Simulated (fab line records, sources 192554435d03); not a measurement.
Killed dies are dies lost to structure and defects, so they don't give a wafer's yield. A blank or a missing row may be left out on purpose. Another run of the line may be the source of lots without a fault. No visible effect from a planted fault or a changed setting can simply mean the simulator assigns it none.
Matching of chambers | flow n5Finfet | 4 sister chambers for N5_PASSIVATION_PASS_ETCH_47 on rieDiel-06
The step etches SiNx in CF4/O2, target depth 770 nm, time 385 s. 15 wafers are shown with their chamber, then 7 later ones without.

== EACH WAFER AND ITS CHAMBER ==
wafer  | chamber | drypumpMotorCurrentA (A) | throttleValvePct (%) | showerheadPlenumPTorr (Torr)
L491.1 | 3       | 5.4                      | 15.75                | 2.22
L491.4 | 0       | 5.7                      | 16.03                | 2.20
L491.5 | 2       | 6.9                      | 16.41                | 2.19
L493.1 | 2       | 6.8                      | 16.42                | 2.19
L493.3 | 1       | 5.7                      | 16.15                | 2.13
L493.5 | 0       | 5.8                      | 16.03                | 2.20
L495.1 | 1       | 5.7                      | 16.15                | 2.13
L495.4 | 0       | 5.8                      | 16.03                | 2.20
L495.5 | 1       | 5.8                      | 16.15                | 2.13
L494.6 | 1       | 5.7                      | 16.15                | 2.13
L503.1 | 0       | 5.8                      | 16.08                | 2.19
L503.3 | 2       | 6.8                      | 16.50                | 2.18
L503.4 | 1       | 5.8                      | 16.19                | 2.12
L507.1 | 0       | 5.7                      | 16.10                | 2.19
L507.4 | 2       | 6.8                      | 16.48                | 2.18

SIGNATURES (averages over the wafers above)
reading               | chamber 0 | chamber 1 | chamber 2 | chamber 3 | scatter within a chamber
drypumpMotorCurrentA  | 5.760     | 5.740     | 6.825     | 5.400     | 0.0535
throttleValvePct      | 16.0540   | 16.1580   | 16.4525   | 15.7500   | 0.0326
showerheadPlenumPTorr | 2.1960    | 2.1280    | 2.1850    | 2.2200    | 0.00522
Rule: for each reading, subtract the chamber's mean from the wafer's reading, divide by that reading's scatter and square the result; add these up over the readings and take the root, which gives the wafer's distance from the chamber. The wafer belongs to the nearest chamber; if the next one is less than 2 further off, it can't be placed. The scatter is the square root of a quotient: the sum, over the shown wafers, of each reading's squared deviation from its chamber's mean, divided by wafers minus chambers.

== WAFERS WITH NO CHAMBER GIVEN ==
wafer  | drypumpMotorCurrentA (A) | throttleValvePct (%) | showerheadPlenumPTorr (Torr)
L507.5 | 5.4                      | 15.82                | 2.20
L506.1 | 5.8                      | 16.11                | 2.19
L506.4 | 5.8                      | 16.20                | 2.12
L506.6 | 5.4                      | 15.83                | 2.20
L514.2 | 5.4                      | 15.87                | 2.20
L514.4 | 5.7                      | 16.14                | 2.18
L514.6 | 5.7                      | 16.25                | 2.11

== CHAMBER TAKEN BY EACH ==
wafer  | from the rows above | in truth
L507.5 | 3                   | 3
L506.1 | 0                   | 0
L506.4 | 1                   | 1
L506.6 | 3                   | 3
L514.2 | 3                   | 3
L514.4 | 0                   | 0
L514.6 | 1                   | 1
Placed correctly: 7 of 7. Can't be placed from these rows: 0. Wrongly placed: 0.
